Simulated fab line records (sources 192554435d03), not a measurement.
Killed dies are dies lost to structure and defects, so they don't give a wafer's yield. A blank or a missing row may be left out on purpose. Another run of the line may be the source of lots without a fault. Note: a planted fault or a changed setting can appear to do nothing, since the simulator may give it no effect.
Matching of chambers	flow n5-finfet	N5_BEOL_M7_CURE_74 on uv-cure-03: 3 sister chambers
The step cures SiCOH lowk, time 240 s. 22 wafers are shown with their chamber, then 11 later ones without.

## EACH WAFER AND ITS CHAMBER
wafer	chamber	wafer_temp_C_max	lamp-power-pct (%)
L074.1	2	386.3	52.26
L074.3	2	386.3	52.36
L074.5	2	385.9	52.34
L077.1	1	386.3	52.36
L077.4	1	386.3	52.35
L077.6	1	386.3	52.29
L076.1	2	386.3	52.32
L076.4	2	386.3	52.29
L076.6	2	386.4	52.30
L075.2	0	386.5	52.24
L075.4	0	386.5	52.34
L075.6	0	386.7	52.32
L078.2	1	386.6	52.27
L078.4	1	386.4	52.26
L078.6	1	386.3	52.28
L080.1	2	385.7	52.32
L080.3	2	386.4	52.32
L080.5	2	386.2	52.34
L081.1	2	385.9	52.27
L081.2	2	386.3	52.26
L081.6	2	386.1	52.14
L083.2	1	386.9	52.28

SIGNATURES, as means of the wafers listed above
reading	chamber 0	chamber 1	chamber 2	scatter within a chamber
wafer_temp_C_max	386.567	386.443	386.175	0.218
lamp-power-pct	52.3000	52.2986	52.2933	0.0525
Rule: a wafer's distance from a chamber is the root of the sum, over the readings, of the square of ((its reading less the chamber's mean) divided by the reading's scatter). The wafer belongs to the nearest chamber; if the next one is less than 2 further off, it can't be placed. The scatter: take each reading less its chamber's mean, square it, sum over the shown wafers, divide by the number of wafers less the number of chambers, and take the root.

## WAFERS MISSING THEIR CHAMBER
wafer	wafer_temp_C_max	lamp-power-pct (%)
L083.4	386.6	52.20
L083.6	386.5	52.34
L086.1	387.0	52.28
L086.3	386.9	52.29
L086.5	386.4	52.28
L090.3	386.5	52.35
L090.4	386.6	52.40
L090.6	386.3	52.25
L095.2	386.4	52.40
L095.5	387.6	52.35
L095.6	387.0	52.31

## EACH ONE'S CHAMBER
wafer	from the rows above	in truth
L083.4	can't be placed: 0 or 1 or 2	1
L083.6	can't be placed: 0 or 1 or 2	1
L086.1	can't be placed: 0 or 1 or 2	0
L086.3	can't be placed: 0 or 1 or 2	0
L086.5	can't be placed: 1 or 0 or 2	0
L090.3	can't be placed: 0 or 1 or 2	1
L090.4	can't be placed: 0 or 1 or 2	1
L090.6	can't be placed: 2 or 1 or 0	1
L095.2	can't be placed: 1 or 0 or 2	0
L095.5	can't be placed: 0 or 1 or 2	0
L095.6	can't be placed: 0 or 1 or 2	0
0 of 11 placed correctly. Unplaceable from these rows: 11, with the true chamber sitting among the candidates in 11. Number placed wrongly: 0.
